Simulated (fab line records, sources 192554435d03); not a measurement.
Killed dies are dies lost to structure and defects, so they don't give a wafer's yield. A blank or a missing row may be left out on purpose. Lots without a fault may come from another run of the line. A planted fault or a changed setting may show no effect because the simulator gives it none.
Which tool did it? | flow n5_finfet | 14 lots, 40 wafers sampled, at 7 steps of a route of 1938

WHAT THE GAUGES READ, wafer by wafer
N5_BEOL_M8_CD_MEAS_18: pitch 80 nm, target cd 40 nm.
lot  | measured     | on        | cd_nm (nm)
L281 | day 9 07:04  | cd_sem-03 | 40.4 39.7
L282 | day 9 13:44  | cd_sem-01 | 41.2 39.5 41.1
L284 | day 9 18:19  | cd_sem-01 | - - -
L283 | day 9 18:41  | cd_sem-02 | - - -
L285 | day 10 06:28 | cd_sem-03 | 40.4 39.6 40.2
L293 | day 12 17:09 | cd_sem-01 | 41.3 40.9 41.1
L296 | day 12 21:52 | cd_sem-01 | 39.7 39.6 39.9
L294 | day 12 22:08 | cd_sem-01 | 40.0 40.3 39.1
L298 | day 13 12:05 | cd_sem-01 | 40.3 39.6
L297 | day 14 05:08 | cd_sem-01 | 39.9 40.2 39.6
L299 | day 14 18:58 | cd_sem-02 | 39.7 39.1 40.2
L300 | day 15 11:05 | cd_sem-02 | 40.4 39.9 40.1
L303 | day 15 14:06 | cd_sem-03 | 40.2 40.1 40.0
L301 | day 15 14:20 | cd_sem-01 | 40.0 40.1 39.1

WHICH TOOL RAN EACH LOT (tool, then ch and the chambers of the sampled wafers, then the start)
lot  | N5_BEOL_M7_DEGAS_44          | N5_BEOL_M7_PRE_CLEAN_45      | N5_BEOL_M7_SURFACE_TREAT_79  | N5_BEOL_M8_ETCH_61                 | N5_BEOL_M8_ETCH_62                 | N5_BEOL_M8_HM_OPEN_17
L281 | pvd_sputter-01, day 9 02:59  | pvd_sputter-01, day 9 03:02  | pvd_sputter-02, day 9 03:26  | rie_diel-01 ch 0,1, day 9 06:37    | rie_diel-01 ch 0,1, day 9 06:41    | rie_metal-02 ch 0, day 9 06:52
L282 | pvd_sputter-03, day 9 08:17  | pvd_sputter-03, day 9 08:20  | pvd_sputter-02, day 9 08:50  | rie_diel-05 ch 0,1,2, day 9 13:14  | rie_diel-05 ch 0,1,2, day 9 13:18  | rie_metal-03 ch 0,1, day 9 13:29
L284 | pvd_sputter-02, day 9 12:53  | pvd_sputter-02, day 9 12:55  | pvd_sputter-02, day 9 13:19  | rie_diel-05 ch 0,1, day 9 17:52    | rie_diel-05 ch 0,1, day 9 17:55    | rie_metal-02 ch 0,1, day 9 18:06
L283 | pvd_sputter-02, day 9 13:12  | pvd_sputter-02, day 9 13:14  | pvd_sputter-03, day 9 13:44  | rie_diel-05 ch 1,2,3, day 9 18:11  | rie_diel-05 ch 1,2,3, day 9 18:14  | rie_metal-02 ch 0,1, day 9 18:25
L285 | pvd_sputter-02, day 10 00:04 | pvd_sputter-02, day 10 00:07 | pvd_sputter-02, day 10 00:29 | rie_diel-05 ch 1,3, day 10 06:02   | rie_diel-05 ch 1,3, day 10 06:05   | rie_metal-01 ch 0, day 10 06:17
L293 | pvd_sputter-03, day 12 10:55 | pvd_sputter-03, day 12 10:57 | pvd_sputter-01, day 12 14:04 | rie_diel-01 ch 0,2,3, day 12 16:43 | rie_diel-01 ch 0,2,3, day 12 16:47 | rie_metal-01 ch 0,1, day 12 16:58
L296 | pvd_sputter-01, day 12 16:10 | pvd_sputter-01, day 12 16:13 | pvd_sputter-01, day 12 16:49 | rie_diel-05 ch 1,2, day 12 21:27   | rie_diel-05 ch 1,2, day 12 21:30   | rie_metal-01 ch 0,1, day 12 21:41
L294 | pvd_sputter-01, day 12 16:21 | pvd_sputter-01, day 12 16:23 | pvd_sputter-01, day 12 16:52 | rie_diel-05 ch 0,2,3, day 12 21:43 | rie_diel-05 ch 0,2,3, day 12 21:46 | rie_metal-01 ch 0,1, day 12 21:59
L298 | pvd_sputter-01, day 13 07:32 | pvd_sputter-01, day 13 07:34 | pvd_sputter-01, day 13 07:56 | rie_diel-05 ch 0,3, day 13 11:34   | rie_diel-05 ch 0,3, day 13 11:37   | rie_metal-03 ch 1, day 13 11:48
L297 | pvd_sputter-03, day 14 00:52 | pvd_sputter-03, day 14 00:54 | pvd_sputter-03, day 14 01:22 | rie_diel-03 ch 1,3, day 14 04:36   | rie_diel-03 ch 1,3, day 14 04:41   | rie_metal-03 ch 0,1, day 14 04:58
L299 | pvd_sputter-01, day 14 12:48 | pvd_sputter-01, day 14 12:50 | pvd_sputter-01, day 14 13:11 | rie_diel-01 ch 1,2,3, day 14 18:32 | rie_diel-01 ch 1,2,3, day 14 18:35 | rie_metal-02 ch 0,1, day 14 18:47
L300 | pvd_sputter-02, day 15 05:54 | pvd_sputter-02, day 15 05:56 | pvd_sputter-01, day 15 06:46 | rie_diel-05 ch 0,3, day 15 10:39   | rie_diel-05 ch 0,3, day 15 10:43   | rie_metal-02 ch 0,1, day 15 10:56
L303 | pvd_sputter-02, day 15 08:01 | pvd_sputter-02, day 15 08:04 | pvd_sputter-01, day 15 08:55 | rie_diel-01 ch 1,2, day 15 13:41   | rie_diel-01 ch 1,2, day 15 13:44   | rie_metal-01 ch 0,1, day 15 13:55
L301 | pvd_sputter-01, day 15 09:30 | pvd_sputter-01, day 15 09:33 | pvd_sputter-01, day 15 09:58 | rie_diel-03 ch 0,1, day 15 13:55   | rie_diel-03 ch 0,1, day 15 13:58   | rie_metal-02 ch 0,1, day 15 14:09
- N5_BEOL_M7_DEGAS_44: time 60 s.
- N5_BEOL_M7_PRE_CLEAN_45: time 30 s.
- N5_BEOL_M7_SURFACE_TREAT_79
- N5_BEOL_M8_ETCH_61: etches SiARC in CF4, target depth 45.5 nm, time 75.8 s.
- N5_BEOL_M8_ETCH_62: etches SOC in N2/H2, target depth 110 nm, overetch 22 nm, time 165 s.
- N5_BEOL_M8_HM_OPEN_17: chemistry Cl2/BCl3, target TiN, target depth 20 nm, overetch 6 nm.

WHAT THE TOOLS THEMSELVES READ (means of the sampled wafers that have a number; where no wafer has one, the mark that the record gives instead)
N5_BEOL_M7_DEGAS_44.
lot  | tool           | heater_power_w (W) | susceptor_temp_C (C)
L281 | pvd_sputter-01 | 316                | 250.08
L282 | pvd_sputter-03 | 350                | 249.84
L284 | pvd_sputter-02 | 347                | 250.22
L283 | pvd_sputter-02 | 329                | 250.07
L285 | pvd_sputter-02 | 328                | 249.83
L293 | pvd_sputter-03 | 348                | 249.95
L296 | pvd_sputter-01 | 320                | 249.98
L294 | pvd_sputter-01 | 322                | 250.13
L298 | pvd_sputter-01 | 314                | 250.06
L297 | pvd_sputter-03 | 350                | 249.96
L299 | pvd_sputter-01 | 315                | 250.07
L300 | pvd_sputter-02 | 338                | 249.97
L303 | pvd_sputter-02 | 314                | 249.92
L301 | pvd_sputter-01 | 317                | 249.96

N5_BEOL_M7_PRE_CLEAN_45.
lot  | tool           | heater_power_w (W) | susceptor_temp_C (C)
L281 | pvd_sputter-01 | 320                | 250.00
L282 | pvd_sputter-03 | 347                | 250.03
L284 | pvd_sputter-02 | 348                | 250.14
L283 | pvd_sputter-02 | 325                | 250.10
L285 | pvd_sputter-02 | 324                | 250.02
L293 | pvd_sputter-03 | 351                | 249.91
L296 | pvd_sputter-01 | 311                | 250.02
L294 | pvd_sputter-01 | 310                | 249.97
L298 | pvd_sputter-01 | 316                | 249.88
L297 | pvd_sputter-03 | 349                | 250.12
L299 | pvd_sputter-01 | 318                | 250.03
L300 | pvd_sputter-02 | 335                | 249.92
L303 | pvd_sputter-02 | 321                | 250.01
L301 | pvd_sputter-01 | 317                | 250.06

N5_BEOL_M8_ETCH_61.
lot  | tool        | bias_w (W) | cf4_flow_sccm (sccm) | drypump_motor_current_A (A) | etch_rf_on_time_s (s) | oes_product_au (a.u.) | rf_vpp_V (V) | showerhead_plenum_p_Torr (Torr) | throttle_valve_pct (%)
L281 | rie_diel-01 | 36.16      | 100.2                | 5.7                         | 75.8                  | 0.71                  | 185.7        | 2.21                            | 15.45
L282 | rie_diel-05 | 35.96      | 100.3                | 5.9                         | 76.8                  | 0.60                  | 183.9        | 2.12                            | 15.78
L284 | rie_diel-05 | -          | -                    | -                           | -                     | -                     | -            | -                               | -
L283 | rie_diel-05 | -          | -                    | -                           | -                     | -                     | -            | -                               | -
L285 | rie_diel-05 | 35.98      | 100.3                | 5.7                         | 78.1                  | 0.58                  | 183.2        | 2.08                            | 15.81
L293 | rie_diel-01 | 35.95      | 100.2                | 5.4                         | 77.4                  | 0.70                  | 185.3        | 2.22                            | 15.66
L296 | rie_diel-05 | 36.09      | 99.9                 | 5.9                         | 76.1                  | 0.67                  | 184.4        | 2.17                            | 15.72
L294 | rie_diel-05 | 36.00      | 100.1                | 6.1                         | 74.8                  | 0.66                  | 184.5        | 2.16                            | 15.59
L298 | rie_diel-05 | 35.89      | 99.9                 | 6.1                         | 73.5                  | 0.69                  | 183.8        | 2.15                            | 15.46
L297 | rie_diel-03 | 36.04      | 100.0                | 5.8                         | 78.8                  | 0.69                  | 183.5        | 2.08                            | 15.41
L299 | rie_diel-01 | 36.08      | 100.2                | 5.8                         | 76.6                  | 0.70                  | 185.4        | 2.19                            | 15.61
L300 | rie_diel-05 | 35.93      | 99.8                 | 6.1                         | 73.8                  | 0.77                  | 185.2        | 2.26                            | 15.25
L303 | rie_diel-01 | 35.96      | 99.7                 | 5.9                         | 75.6                  | 0.69                  | 184.9        | 2.15                            | 15.44
L301 | rie_diel-03 | 35.88      | 100.3                | 6.2                         | 75.4                  | 0.79                  | 184.4        | 2.16                            | 15.35

N5_BEOL_M8_ETCH_62.
lot  | tool        | bias_w (W) | chamber_pressure_mTorr (mTorr) | drypump_motor_current_A (A) | n2_flow_sccm (sccm) | oes_product_au (a.u.) | rf_vpp_V (V) | showerhead_plenum_p_Torr (Torr) | throttle_valve_pct (%)
L281 | rie_diel-01 | 150.1      | 30.029                         | 5.7                         | 200.3               | 0.70                  | 527.1        | 2.62                            | 17.68
L282 | rie_diel-05 | 150.4      | 30.000                         | 5.9                         | 200.0               | 0.60                  | 522.6        | 2.51                            | 17.90
L284 | rie_diel-05 | 149.8      | 30.015                         | 5.9                         | 199.9               | 0.26                  | 520.9        | 2.42                            | 17.79
L283 | rie_diel-05 | 149.8      | 30.012                         | 5.9                         | 200.0               | 0.27                  | 522.7        | 2.51                            | 17.84
L285 | rie_diel-05 | 150.5      | 30.007                         | 5.7                         | 200.3               | 0.58                  | 522.6        | 2.45                            | 17.87
L293 | rie_diel-01 | 149.9      | 29.981                         | 5.4                         | 199.9               | 0.70                  | 527.4        | 2.64                            | 17.88
L296 | rie_diel-05 | 150.5      | 29.992                         | 5.9                         | 200.1               | 0.66                  | 525.7        | 2.57                            | 17.86
L294 | rie_diel-05 | 150.0      | 29.999                         | 6.1                         | 200.1               | 0.65                  | 524.3        | 2.57                            | 17.76
L298 | rie_diel-05 | 149.8      | 29.997                         | 6.1                         | 199.8               | 0.67                  | 523.1        | 2.54                            | 17.63
L297 | rie_diel-03 | 149.7      | 29.997                         | 5.8                         | 199.7               | 0.71                  | 521.6        | 2.46                            | 17.58
L299 | rie_diel-01 | 150.1      | 30.013                         | 5.7                         | 200.2               | 0.70                  | 525.8        | 2.61                            | 17.85
L300 | rie_diel-05 | 149.9      | 29.995                         | 6.1                         | 199.8               | 0.75                  | 527.0        | 2.69                            | 17.45
L303 | rie_diel-01 | 149.8      | 30.021                         | 5.9                         | 199.4               | 0.68                  | 524.3        | 2.57                            | 17.72
L301 | rie_diel-03 | 149.9      | 30.006                         | 6.2                         | 200.5               | 0.78                  | 524.7        | 2.56                            | 17.53

N5_BEOL_M8_HM_OPEN_17.
lot  | tool         | drypump_motor_current_A (A) | mfc_cl2_sccm (sccm) | oes_ar_750_au (a.u.) | oes_product_au (a.u.) | throttle_valve_pct (%)
L281 | rie_metal-02 | 5.64                        | 53.46               | 0.93                 | 0.78                  | 22.07
L282 | rie_metal-03 | 5.90                        | 53.27               | 0.91                 | 0.77                  | 22.05
L284 | rie_metal-02 | 6.05                        | 53.20               | 0.74                 | 0.28                  | 22.62
L283 | rie_metal-02 | 5.86                        | 53.35               | 0.83                 | 0.31                  | 22.69
L285 | rie_metal-01 | 5.94                        | 53.24               | 0.91                 | 0.81                  | 22.02
L293 | rie_metal-01 | 6.23                        | 53.44               | 0.74                 | 0.65                  | 21.94
L296 | rie_metal-01 | 6.09                        | 53.50               | 0.81                 | 0.71                  | 22.00
L294 | rie_metal-01 | 6.09                        | 53.32               | 0.81                 | 0.72                  | 21.98
L298 | rie_metal-03 | 5.96                        | 53.03               | 0.88                 | 0.74                  | 21.97
L297 | rie_metal-03 | 5.91                        | 53.32               | 0.84                 | 0.71                  | 22.08
L299 | rie_metal-02 | 6.06                        | 53.05               | 0.71                 | 0.61                  | 22.01
L300 | rie_metal-02 | 5.86                        | 53.21               | 0.79                 | 0.66                  | 22.07
L303 | rie_metal-01 | 6.22                        | 53.14               | 0.73                 | 0.65                  | 21.94
L301 | rie_metal-02 | 6.09                        | 53.45               | 0.70                 | 0.61                  | 21.99

THE ANSWER, worked out from the rows above alone
Rule: what is usual is taken from the lots themselves. Put in order of their means at a reading, lots are off if they are a third of the lots or fewer, leave a main group of 4 or more, and stand apart from it by a gap of 3 or more times the standard deviation of the main group's means; of several such gaps the widest counts. A main group whose means are all the same, to the digits that the tables above print for the reading, isn't used. A lot without any number at a reading at which 4 lots or more have one is off too. The other lots that the step has rows for count as sound. The gauges are gone through in route order, then the tools' own readings, and for those a lot's mean is taken as printed above. The first step at which some lot is off is used, and at that step the reading that is off furthest; a lot without a number counts as furthest.
Off: L284, L283, at N5_BEOL_M8_CD_MEAS_18 (cd_nm). Without a number there: L284, L283. The main group: mean 40.1 nm, standard deviation 0.39.
A tool fits if, at a process step before that reading, it ran every lot that is off, and no sound lot after the first of them. The gauges at N5_BEOL_M8_CD_MEAS_18 aren't tried: what is off there is off at N5_BEOL_M8_ETCH_61 too, on other tools, and a gauge's error can't cause that. None of those tried fits.

WHAT THE SIMULATOR HAD PUT IN
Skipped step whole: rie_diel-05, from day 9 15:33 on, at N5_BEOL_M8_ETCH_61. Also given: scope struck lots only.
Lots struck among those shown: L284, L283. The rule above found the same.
